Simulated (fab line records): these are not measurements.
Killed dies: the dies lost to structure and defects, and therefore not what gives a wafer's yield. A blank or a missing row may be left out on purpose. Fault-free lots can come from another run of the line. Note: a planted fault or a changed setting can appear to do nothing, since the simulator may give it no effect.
A struck lot beside a sound one | flow n5-finfet | 20 out of 1938 route steps
Sound: these wafers, L475.1, L475.2, L475.3. Wafers L467.2, L467.4, L467.6 were the ones struck. Last of all comes the cause.
At each step with rows: each side's tool, then ch and its chambers, then its first start. Under that, the readings that differ: sound wafers | struck wafers | difference of the means | sigmas: that difference in standard deviations of wafers without a fault.
alike: readings with means less than 2 such deviations apart, plus words and numbers identical on both sides. not compared: withheld readings, readings lacking a value on some wafer, bounds such as >300 that could conceal the same value, and numbers that have no deviation in the record and whose values overlap.
Wherever a step has rows on one side only, a row that says differs or no value, or a row with sigmas, the two part there. Non-overlapping numbers with no deviation appear without sigmas and do not part them. A reading missing from all wafers of one side parts the sides only when that side holds two or more wafers.

first, 8 steps without rows for these wafers: N5_BEOL_M9_CMP_52 (polishes, stops on SiCOH lowk, t overpolish 7 s, target thk 140 nm); N5_BEOL_M9_PRE_CLEAN_55 (time 15 s); N5_BEOL_M9_DEP_56 (deposits SiCN from 3MS/NH3, target thk 15 nm, time 26.5 s); N5_BEOL_M10_ILD_DEP_00 (deposits SiCOH lowk from DEMS/porogen, target thk 308.51 nm, time 58 s); N5_BEOL_M10_CURE_71 (cures SiCOH lowk, time 240 s); N5_BEOL_M10_PECVD_70 (deposits SiO2 from TEOS/O2, target thk 20 nm, time 22.7 s); N5_BEOL_M10_HM_DEP_02 (deposits TiN, target thk 20 nm); N5_BEOL_M10_COAT_59 (time 60 s, resist thk 100 nm).
N5_BEOL_M10_COAT_60: time 60 s, resist thk 30 nm.
  sound on litho-track-02 ch 0, day 16 08:15; struck on litho-track-01 ch 0, day 14 13:32
  reading                                     | sound                | struck               | difference | sigmas
  spin-speed-rpm (rpm)                        | 1500.6 1499.8 1499.4 | 1423.3 1423.3 1424.7 | -76.2      | -78
  model.SiARC_of_BEOL_M10_COAT_60.thk-nm (nm) | 30 30 30             | 30.8 30.8 30.8       | +0.8       |
  alike: plate-temp-C
then, 7 steps without rows for these wafers: N5_BEOL_M10_COAT_05 (resist thk 90 nm); N5_BEOL_M10_EBR_07; N5_BEOL_M10_SOFTBAKE_06 (time 60 s); N5_BEOL_M10_EXPOSE_08 (exposes mask M10); N5_BEOL_M10_PEB_09 (peb time 60 s); N5_BEOL_M10_DEVELOP_10 (develop time 30 s); N5_BEOL_M10_DESCUM_16 (chemistry O2, time 7.9 s).
N5_BEOL_M10_ETCH_61: etches SiARC in CF4, target depth 39 nm, time 65 s.
  sound on rie-diel-02 ch 0,1,3, day 16 08:44; struck on rie-diel-01 ch 1,2,3, day 14 13:53
  reading                  | sound             | struck            | difference | sigmas
  model.etch.depth-nm (nm) | 30.02 30.04 30.06 | 30.74 30.76 30.75 | +0.71      |
  alike: drypump-motor-current-A, etch-rf-on-time-s, oes-product-au, rf-vpp-V, showerhead-plenum-p-Torr, throttle-valve-pct
  not compared: rf-hours-counter-h, model.CAR-ArF_of_BEOL_M10_COAT_05.thk-nm
N5_BEOL_M10_ETCH_62: etches SOC in N2/H2, target depth 110 nm, overetch 22 nm, time 165 s.
  sound on rie-diel-02 ch 0,1,3, day 16 08:47; struck on rie-diel-01 ch 1,2,3, day 14 13:56
  reading                                     | sound             | struck            | difference | sigmas
  rf-vpp-V (V)                                | 527.7 529.1 528.9 | 526.8 521.3 520.0 | -5.9       | -2
  model.SiARC_of_BEOL_M10_COAT_60.thk-nm (nm) | 23.6 23.6 23.6    | 24 24.4 24.6      | +1         |
  alike: drypump-motor-current-A, oes-product-au, showerhead-plenum-p-Torr, throttle-valve-pct
  not compared: rf-hours-counter-h
then, 2 steps without rows for these wafers: N5_BEOL_M10_STRIP_68 (strips in N2/H2); N5_PASSIVATION_PROBE_49.

WHERE THEY PART
First at N5_BEOL_M10_COAT_60; last, within this record, at N5_BEOL_M10_ETCH_62.

WHY: the cause the simulator had injected
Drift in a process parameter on litho-track-01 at N5_BEOL_M10_COAT_60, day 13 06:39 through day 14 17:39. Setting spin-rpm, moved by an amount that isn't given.
